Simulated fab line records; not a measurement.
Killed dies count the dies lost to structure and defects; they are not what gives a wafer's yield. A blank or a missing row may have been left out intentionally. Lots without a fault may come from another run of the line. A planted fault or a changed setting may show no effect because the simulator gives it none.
Code-filled problem report in 8D (eight disciplines) form	flow n5Finfet	the parts of the form that need people (team, actions taken, sign-off) are left out

1. WHAT IS WRONG
timeToEndpointS at N5_BEOL_M1_CMP_52 reads a mean of 35 s on 3 wafers of 3 lots; wafers without a fault read 63 s with a standard deviation of 3.4. That is -8.2 standard deviations from the usual mean.
The step: polishes, stops on SiOC, t overpolish 6.8 s, target thk 40 nm.
First seen on wafer L466.6, day 11 17:57, on cmp-01. The record has a number at this step for 30 wafers belonging to 11 lots. Rule for "out", or "out of limits": more than 4 standard deviations from the usual mean. Any other wafer with a number is counted as sound.

2. WHAT IT IS; WHAT IT IS NOT
question	is	is not
which readings at this step	timeToEndpointS	headPressurePsi, motorCurrentA
which lots	L466, L467, L468	L447, L450, L451, L456, L457, L458, L460, L469
which wafers of those lots	L466.6, L467.5, L468.6	L466.1, L467.4, L468.1
read on which tools	cmp-01, cmp-04	cmp-02
when	from day 11 17:57	up to then (22 sound wafers); but 5 sound wafers of L467, L468, L469 came after

3. THE SUSPECTS, EACH WITH WHAT RULES IT OUT
Counting: a tool at a process step up to the reading stays a suspect if it ran every lot that is out. Sound lots after the first of them don't rule it out here, since some wafers of a struck lot are sound.
- ecdCu-02 at N5_BEOL_M1_ECD_50 (material Cu, target thk 300 nm): kept. It ran every lot that is out, first L466 (day 11 17:20); its last sound lot up to then is L460 (day 9 22:31).
Left after counting: ecdCu-02 at N5_BEOL_M1_ECD_50.

4. THE CAUSE (what the simulator had put in)
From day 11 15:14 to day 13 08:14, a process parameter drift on ecdCu-02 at N5_BEOL_M1_ECD_50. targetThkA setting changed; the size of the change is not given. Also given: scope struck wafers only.
Counting left only this tool.

5. THE CHAIN OF EFFECTS, in route order
One row per reading whose mean, taken over the struck wafers that have a number, lies over 3 standard deviations from the usual. Scope: only readings with a usual standard deviation given in the record; hours: median across lots of the time from each lot's start at the first step in this table that gives one to its start at this step; sigmas: change in usual standard deviations.
hours	step	reading	usual	on struck wafers	change	sigmas
0	N5_BEOL_M1_CMP_52	timeToEndpointS	63 s	35	-28	-8.2
Its process steps:
- N5_BEOL_M1_CMP_52: polishes, stops on SiOC, t overpolish 6.8 s, target thk 40 nm.
Later steps that measure or inspect, where all struck wafers having a row at the step show a number for every such reading and not one has moved that far: N5_BEOL_M4_RC_MEAS_101.

6. HOW IT WOULD HAVE BEEN CAUGHT EARLIER
In this record the first reading out of limits was taken at day 11 17:57, 3 hours after the fault began at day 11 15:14.
Of the lots that are out (3), L467, L468 began N5_BEOL_M1_ECD_50 on ecdCu-02 after day 11 17:57. A hold on the tool at that time would have spared those 2.
